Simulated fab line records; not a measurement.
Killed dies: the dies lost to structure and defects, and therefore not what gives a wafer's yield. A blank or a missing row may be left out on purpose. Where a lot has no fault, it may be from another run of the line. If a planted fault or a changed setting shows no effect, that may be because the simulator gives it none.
Matching of chambers | flow n5-finfet | pecvd-03 running N5_PMOS_HMC_CHANNEL_EPI_HM_DEP_34: 3 sister chambers
The step deposits SiO2 from TEOS/O2, target thk 36 nm, time 6.9 s. 6 wafers are shown with their chamber, then 9 later ones without.

== WAFERS PAIRED WITH THEIR CHAMBERS ==
wafer  | chamber | throttle-valve-pct (%) | showerhead-plenum-p-Torr (Torr)
L081.3 | 1       | 19.1                   | 8.34
L087.3 | 2       | 17.6                   | 8.37
L087.5 | 0       | 18.1                   | 8.32
L091.1 | 1       | 19.0                   | 8.32
L091.4 | 0       | 18.5                   | 8.29
L091.5 | 2       | 17.7                   | 8.37

== WAFERS WITH NO CHAMBER GIVEN ==
wafer  | throttle-valve-pct (%) | showerhead-plenum-p-Torr (Torr)
L092.2 | 19.1                   | 8.34
L092.4 | 17.9                   | 8.33
L092.6 | 18.4                   | 8.30
L095.4 | 18.4                   | 8.31
L095.5 | 17.3                   | 8.37
L095.6 | 19.6                   | 8.34
L096.1 | 19.4                   | 8.36
L096.3 | 17.3                   | 8.39
L096.5 | 19.4                   | 8.36

== WHICH CHAMBER EACH WENT THROUGH ==
wafer  | from the rows above     | in truth
L092.2 | 1                       | 1
L092.4 | can't be placed: 0 or 2 | 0
L092.6 | 0                       | 0
L095.4 | 0                       | 0
L095.5 | 2                       | 2
L095.6 | 1                       | 1
L096.1 | 1                       | 1
L096.3 | 2                       | 2
L096.5 | 1                       | 1
Placed correctly: 8 of 9. Cannot be placed on the basis of these rows: 1; the candidates contain the true chamber in 1. Number placed wrongly: 0.
How it was worked out, from the rows above alone: a wafer's distance from a chamber is the root of the sum, over the readings, of the square of ((its reading less the chamber's mean) divided by the reading's scatter). If the next closest chamber is less than 2 further off than the closest, the wafer can't be placed; otherwise it belongs to the closest. For every chamber, the mean is computed from those of its wafers that are shown. The scatter: the root of (the sum of the squares of (reading less its chamber's mean) over the shown wafers, divided by (wafers less chambers)).
